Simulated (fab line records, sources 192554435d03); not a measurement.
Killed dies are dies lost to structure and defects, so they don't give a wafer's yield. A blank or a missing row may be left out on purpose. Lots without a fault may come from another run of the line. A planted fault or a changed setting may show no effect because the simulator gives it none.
Split-lot experiment | flow n5_finfet | 7 lots, 39 wafers read, on a route of 1938 steps

THE SPLIT
At N5_BEOL_M14_ETCH_68 (etches SOC in N2/H2, time 450 s), the setting time_s was moved away from the recipe's 450 s on 15 of the 39 wafers read, by -59.2% to +45.9%. The other wafers ran this setting at the recipe's value.

The reading is taken at the split's own step.

THE READING
SiARC_of_BEOL_M14_COAT_66.thk_nm (the simulator's own value, which no gauge read), in nm, at N5_BEOL_M14_ETCH_68 (etches SOC in N2/H2, time 450 s). The file gives no usual value for it. The 24 wafers here that ran the recipe average 65.0 nm, standard deviation 0.59 nm.

wafer  | tool, chamber at the split | time_s as run, s | against the recipe | SiARC_of_BEOL_M14_COAT_66.thk_nm, nm | against lot-mates on the recipe
L075.1 | rie_diel-05, 2             | 450              | recipe             | 65                                   | -
L075.6 | rie_diel-05, 2             | 450              | recipe             | 65                                   | -
L075.2 | rie_diel-05, 0,3           | 183.6            | -59.2%             | 91.6                                 | +26.3
L075.3 | rie_diel-05, 0,3           | 183.6            | -59.2%             | 91.6                                 | +26.3
L075.4 | rie_diel-05, 1             | 183.6            | -59.2%             | 91.8                                 | +26.5
L075.5 | rie_diel-05, 3             | 450              | recipe             | 65.8                                 | -
L077.1 | rie_diel-01, 3,2           | 450              | recipe             | 65                                   | -
L077.2 | rie_diel-01, 3,2           | 450              | recipe             | 65                                   | -
L077.5 | rie_diel-01, 1             | 450              | recipe             | 65.4                                 | -
L082.1 | rie_diel-06, 0,2           | 450              | recipe             | 65.4                                 | -
L082.3 | rie_diel-06, 0,2           | 450              | recipe             | 65.4                                 | -
L082.2 | rie_diel-06, 3             | 656.4            | +45.9%             | 43.6                                 | -21.7
L082.4 | rie_diel-06, 1             | 656.4            | +45.9%             | 44.6                                 | -20.7
L082.5 | rie_diel-06, 0             | 656.4            | +45.9%             | 45.2                                 | -20.1
L082.6 | rie_diel-06, 3             | 450              | recipe             | 65                                   | -
L085.1 | rie_diel-05, 2             | 450              | recipe             | 64                                   | -
L085.2 | rie_diel-05, 1             | 450              | recipe             | 65.2                                 | -
L085.3 | rie_diel-05, 3             | 450              | recipe             | 65.4                                 | -
L085.4 | rie_diel-05, 0             | 450              | recipe             | 65.6                                 | -
L085.5 | rie_diel-05, 3             | 450              | recipe             | 66                                   | -
L085.6 | rie_diel-05, 2             | 450              | recipe             | 64.2                                 | -
L081.1 | rie_diel-05, 2             | 450              | recipe             | 64                                   | -
L081.2 | rie_diel-05, 1             | 616.1            | +36.9%             | 48.4                                 | -15.8
L081.3 | rie_diel-05, 0             | 450              | recipe             | 65                                   | -
L081.4 | rie_diel-05, 3             | 616.1            | +36.9%             | 49.4                                 | -14.8
L081.5 | rie_diel-05, 3             | 616.1            | +36.9%             | 49.2                                 | -15.0
L081.6 | rie_diel-05, 2             | 450              | recipe             | 63.6                                 | -
L087.1 | rie_diel-01, 3,0           | 210.2            | -53.3%             | 89                                   | +23.6
L087.6 | rie_diel-01, 3,0           | 210.2            | -53.3%             | 89                                   | +23.6
L087.2 | rie_diel-01, 1             | 450              | recipe             | 65.6                                 | -
L087.3 | rie_diel-01, 2             | 210.2            | -53.3%             | 89.4                                 | +24.0
L087.4 | rie_diel-01, 0             | 450              | recipe             | 65.2                                 | -
L087.5 | rie_diel-01, 1             | 450              | recipe             | 65.4                                 | -
L093.1 | rie_diel-05, 0             | 613.3            | +36.3%             | 49                                   | -15.9
L093.2 | rie_diel-05, 2             | 450              | recipe             | 64.6                                 | -
L093.6 | rie_diel-05, 2             | 450              | recipe             | 64.6                                 | -
L093.3 | rie_diel-05, 1             | 450              | recipe             | 65.4                                 | -
L093.4 | rie_diel-05, 3             | 613.3            | +36.3%             | 48.6                                 | -16.3
L093.5 | rie_diel-05, 1             | 613.3            | +36.3%             | 49.8                                 | -15.1
Where a row lists several chambers, the file gives one row for several wafers and doesn't say which wafer went through which chamber.

THE FIT
A straight line over all 39 wafers: SiARC_of_BEOL_M14_COAT_66.thk_nm changes by -0.447 nm for each +1% of time_s; r = -1.00; the points scatter about the line by 0.57 nm.
The same after taking each lot's own level away (the mean of its wafers on the recipe; 39 wafers): -0.442 nm for each +1%; r = -1.00; scatter 0.59 nm.
On that fit, the largest move of time_s shifts the reading by 26 nm.
The lots' own levels span 64.20 to 65.40 nm, that is 2.0 times the standard deviation above.
So the lot-to-lot level changes the slope little: the two slopes agree.
Check: with one of the wafers moved furthest among these (-59.2%) left out of the fit, the line predicts +26.2 nm for it against its lot-mates. It came out at +26.3 nm against them.

OTHER SPLITS ON THESE WAFERS
These wafers also went through other splits before the reading. Each is held against what the fit with the lots' levels taken away leaves over:
other split on the same wafers | wafers away from the commonest value | r with SiARC_of_BEOL_M14_COAT_66.thk_nm (lot level and that fit taken away)
N5_BEOL_M12_ILD_DEP_00 time_s  | 12                                   | +0.06

THE FILE'S OWN FIT
SiARC_of_BEOL_M14_COAT_66.thk_nm changes by -0.442 nm for each +1% of time_s, r = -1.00.
